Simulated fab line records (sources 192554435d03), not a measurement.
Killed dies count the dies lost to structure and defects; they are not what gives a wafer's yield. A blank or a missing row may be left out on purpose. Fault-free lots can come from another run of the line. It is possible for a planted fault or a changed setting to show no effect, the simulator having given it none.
The same fault as seen by 2 desks / flow n5_finfet / what lay behind the numbers comes last; until then each desk has only its own

== AT THE METROLOGY DESK ==
What the gauges read for every lot (on any tool): the sampled wafers with a number, averaged. A lot is out of limits, marked OUT, if its mean lies more than 4 standard deviations from the usual mean; the brackets give that distance. It has 10 readings; the 7 that lie furthest out on some lot are the ones shown.
Columns: A = DIBL_P at N5_BEOL_M4_RC_MEAS_101, usual 36.2 mV/V; B = IOFF_N at N5_BEOL_M4_RC_MEAS_101, usual 0.155 nA/um; C = IOFF_P at N5_BEOL_M4_RC_MEAS_101, usual 0.21 nA/um; D = ION_P at N5_BEOL_M4_RC_MEAS_101, usual 463 uA/um; E = SS_N at N5_BEOL_M4_RC_MEAS_101, usual 71.4 mV/dec; F = VT_N at N5_BEOL_M4_RC_MEAS_101, usual 250.0 mV; G = VT_P at N5_BEOL_M4_RC_MEAS_101, usual -251 mV
lot=L789; first seen here=day 12 02:07; A=35.8; B=0.144; C=0.20; D=467; E=71.8; F=249.6; G=-250
lot=L802; first seen here=day 14 15:13; A=36.8; B=0.165; C=0.24; D=472; E=71.9; F=249.7; G=-247
lot=L788; first seen here=day 15 11:36; A=38.1; B=0.179; C=0.22; D=460; E=71.6; F=248.5; G=-251
lot=L803; first seen here=day 16 09:44; A=37.8; B=0.176; C=0.23; D=467; E=71.9; F=246.6; G=-250
This desk found nothing out of limits on any of the 4 lots.

== THE TOOL OWNER'S DESK: litho_track-03 ==
The tool's own readings at N5_BEOL_M4_COAT_22 (resist thk 30 nm): means of the sampled wafers that have a number, for each lot that ran on this tool. A lot is out of limits, marked OUT, if its mean lies more than 4 standard deviations from the usual mean; the brackets give that distance.
Columns: A = spin_speed_rpm at N5_BEOL_M4_COAT_22, usual 1500.0 rpm
lot=L789; first seen here=day 10 19:55; A=1499.0
lot=L802; first seen here=day 14 07:13; A=1716.9 (+99 or more) OUT
lot=L803; first seen here=day 15 09:38; A=1718.5 (+99 or more) OUT
Finding of this desk: L802, L803 out of limits; the first was L802 at day 14 07:13, on spin_speed_rpm at N5_BEOL_M4_COAT_22. L789 stayed within limits.

== PUT TOGETHER ==
The tool owner's desk could have raised an alarm at day 14 07:13, on L802, L803.
Nothing out of limits was seen by the metrology desk.
The metrology desk has L802, L803 on record, within its limits.
Of the lots named, all ran N5_BEOL_M4_COAT_22 on litho_track-03.

== WHAT THE SIMULATOR PUT IN ==
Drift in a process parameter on litho_track-03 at N5_BEOL_M4_COAT_22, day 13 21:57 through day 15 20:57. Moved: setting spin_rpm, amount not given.
Shown lots that were struck: L802, L803.
Delay in hours, fault start to first out-of-limits reading, by desk: the tool owner's desk at 9.
